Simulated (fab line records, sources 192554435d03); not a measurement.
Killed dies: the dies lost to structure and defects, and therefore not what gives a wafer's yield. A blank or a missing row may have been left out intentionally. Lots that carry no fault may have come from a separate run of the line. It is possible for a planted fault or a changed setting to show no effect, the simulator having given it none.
Matching of chambers	flow n5_finfet	N5_FIN_CUT_ETCH_20 on rie_diel-03 has 4 sister chambers
The step etches SiARC in CF4, target depth 26 nm, time 43.3 s. 8 wafers are shown with their chamber, then 10 later ones without.

EACH WAFER AND ITS CHAMBER
wafer	chamber	showerhead_plenum_p_Torr (Torr)	throttle_valve_pct (%)
L083.6	1	2.20	15.85
L084.2	1	2.20	15.83
L084.4	0	2.15	16.02
L085.1	0	2.15	16.02
L085.4	2	2.18	15.51
L085.5	3	2.26	15.62
L093.1	3	2.26	15.66
L093.4	2	2.17	15.54

WAFERS WHOSE CHAMBER IS MISSING
wafer	showerhead_plenum_p_Torr (Torr)	throttle_valve_pct (%)
L093.6	2.26	15.64
L094.2	2.17	15.53
L094.3	2.25	15.67
L094.6	2.26	15.64
L095.2	2.15	16.03
L095.4	2.25	15.63
L095.5	2.17	15.54
L097.2	2.25	15.65
L097.3	2.17	15.54
L097.5	2.14	16.05

WHICH CHAMBER EACH ONE RAN IN
wafer	from the rows above	in truth
L093.6	3	3
L094.2	2	2
L094.3	3	3
L094.6	3	3
L095.2	0	0
L095.4	3	3
L095.5	2	2
L097.2	3	3
L097.3	2	2
L097.5	0	0
Correct placement for 10 of the 10. Number that these rows cannot place: 0. Number placed wrongly: 0.
How it was worked out, from the rows above alone: a wafer's distance from a chamber is the root of the sum, over the readings, of the square of ((its reading less the chamber's mean) divided by the reading's scatter). If the next closest chamber is less than 2 further off than the closest, the wafer can't be placed; otherwise it belongs to the closest. Each chamber's mean is taken over the wafers shown for it. How the scatter is found: for the shown wafers, subtract from each reading the mean of its chamber, square and add these, divide the total by (wafers less chambers), then take the root.
